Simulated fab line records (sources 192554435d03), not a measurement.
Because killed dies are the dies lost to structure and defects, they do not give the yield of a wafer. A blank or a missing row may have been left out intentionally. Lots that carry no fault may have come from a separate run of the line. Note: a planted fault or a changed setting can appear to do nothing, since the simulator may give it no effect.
Matching of chambers / flow n5 finfet / 4 sister chambers for N5_BEOL_M2_ETCH_77 on rie diel-01
The step etches underlayer in N2/H2, target depth 6.5 nm, time 5.2 s. 20 wafers are shown with their chamber, then 10 later ones without.

## EACH WAFER AND ITS CHAMBER
wafer=L080.2; chamber=0; showerhead plenum p Torr (Torr)=2.53; throttle valve pct (%)=17.89; drypump motor current A (A)=5.5
wafer=L080.3; chamber=1; showerhead plenum p Torr (Torr)=2.69; throttle valve pct (%)=18.07; drypump motor current A (A)=5.1
wafer=L080.5; chamber=1; showerhead plenum p Torr (Torr)=2.69; throttle valve pct (%)=18.07; drypump motor current A (A)=5.1
wafer=L081.1; chamber=0; showerhead plenum p Torr (Torr)=2.53; throttle valve pct (%)=17.89; drypump motor current A (A)=5.5
wafer=L081.2; chamber=2; showerhead plenum p Torr (Torr)=2.40; throttle valve pct (%)=17.57; drypump motor current A (A)=5.2
wafer=L081.5; chamber=1; showerhead plenum p Torr (Torr)=2.69; throttle valve pct (%)=18.07; drypump motor current A (A)=5.1
wafer=L084.2; chamber=0; showerhead plenum p Torr (Torr)=2.53; throttle valve pct (%)=17.94; drypump motor current A (A)=5.5
wafer=L084.4; chamber=1; showerhead plenum p Torr (Torr)=2.69; throttle valve pct (%)=18.08; drypump motor current A (A)=5.1
wafer=L084.5; chamber=2; showerhead plenum p Torr (Torr)=2.39; throttle valve pct (%)=17.59; drypump motor current A (A)=5.2
wafer=L085.1; chamber=0; showerhead plenum p Torr (Torr)=2.53; throttle valve pct (%)=17.88; drypump motor current A (A)=5.5
wafer=L085.2; chamber=3; showerhead plenum p Torr (Torr)=2.49; throttle valve pct (%)=17.49; drypump motor current A (A)=5.7
wafer=L085.3; chamber=2; showerhead plenum p Torr (Torr)=2.39; throttle valve pct (%)=17.58; drypump motor current A (A)=5.2
wafer=L086.3; chamber=2; showerhead plenum p Torr (Torr)=2.39; throttle valve pct (%)=17.60; drypump motor current A (A)=5.3
wafer=L086.4; chamber=0; showerhead plenum p Torr (Torr)=2.53; throttle valve pct (%)=17.89; drypump motor current A (A)=5.5
wafer=L086.5; chamber=2; showerhead plenum p Torr (Torr)=2.39; throttle valve pct (%)=17.57; drypump motor current A (A)=5.2
wafer=L089.2; chamber=1; showerhead plenum p Torr (Torr)=2.69; throttle valve pct (%)=18.10; drypump motor current A (A)=5.1
wafer=L089.4; chamber=0; showerhead plenum p Torr (Torr)=2.53; throttle valve pct (%)=17.92; drypump motor current A (A)=5.5
wafer=L089.6; chamber=0; showerhead plenum p Torr (Torr)=2.53; throttle valve pct (%)=17.90; drypump motor current A (A)=5.5
wafer=L092.1; chamber=3; showerhead plenum p Torr (Torr)=2.48; throttle valve pct (%)=17.55; drypump motor current A (A)=5.6
wafer=L092.4; chamber=3; showerhead plenum p Torr (Torr)=2.48; throttle valve pct (%)=17.53; drypump motor current A (A)=5.6

SIGNATURES, as means of the wafers listed above
reading=showerhead plenum p Torr; chamber 0=2.5300; chamber 1=2.6900; chamber 2=2.3920; chamber 3=2.4833; scatter within a chamber=0.00303
reading=throttle valve pct; chamber 0=17.9014; chamber 1=18.0780; chamber 2=17.5820; chamber 3=17.5233; scatter within a chamber=0.0192
reading=drypump motor current A; chamber 0=5.500; chamber 1=5.100; chamber 2=5.220; chamber 3=5.633; scatter within a chamber=0.0303
Rule: a wafer lies at a distance from a chamber equal to the root of the sum of squares, over the readings, of (its reading less the chamber's mean, divided by the reading's scatter). If the next closest chamber is less than 2 further off than the closest, the wafer can't be placed; otherwise it belongs to the closest. The scatter: the root of (the sum of the squares of (reading less its chamber's mean) over the shown wafers, divided by (wafers less chambers)).

## WAFERS WITHOUT THEIR CHAMBER
wafer=L092.6; showerhead plenum p Torr (Torr)=2.68; throttle valve pct (%)=18.12; drypump motor current A (A)=5.1
wafer=L093.1; showerhead plenum p Torr (Torr)=2.52; throttle valve pct (%)=17.95; drypump motor current A (A)=5.5
wafer=L093.5; showerhead plenum p Torr (Torr)=2.52; throttle valve pct (%)=17.95; drypump motor current A (A)=5.5
wafer=L093.6; showerhead plenum p Torr (Torr)=2.68; throttle valve pct (%)=18.14; drypump motor current A (A)=5.1
wafer=L094.2; showerhead plenum p Torr (Torr)=2.52; throttle valve pct (%)=17.93; drypump motor current A (A)=5.5
wafer=L094.3; showerhead plenum p Torr (Torr)=2.68; throttle valve pct (%)=18.14; drypump motor current A (A)=5.1
wafer=L094.4; showerhead plenum p Torr (Torr)=2.71; throttle valve pct (%)=17.21; drypump motor current A (A)=5.2
wafer=L097.1; showerhead plenum p Torr (Torr)=2.71; throttle valve pct (%)=17.24; drypump motor current A (A)=5.3
wafer=L097.2; showerhead plenum p Torr (Torr)=2.48; throttle valve pct (%)=17.58; drypump motor current A (A)=5.7
wafer=L097.4; showerhead plenum p Torr (Torr)=2.68; throttle valve pct (%)=18.16; drypump motor current A (A)=5.1

## THE CHAMBER EACH PASSED THROUGH
wafer=L092.6; from the rows above=1; in truth=1
wafer=L093.1; from the rows above=0; in truth=0
wafer=L093.5; from the rows above=0; in truth=0
wafer=L093.6; from the rows above=1; in truth=1
wafer=L094.2; from the rows above=0; in truth=0
wafer=L094.3; from the rows above=1; in truth=1
wafer=L094.4; from the rows above=1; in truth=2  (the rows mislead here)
wafer=L097.1; from the rows above=1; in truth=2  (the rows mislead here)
wafer=L097.2; from the rows above=3; in truth=3
wafer=L097.4; from the rows above=1; in truth=1
Correct placement for 8 of the 10. From these rows, 0 cannot be placed. Placed wrongly: 2.
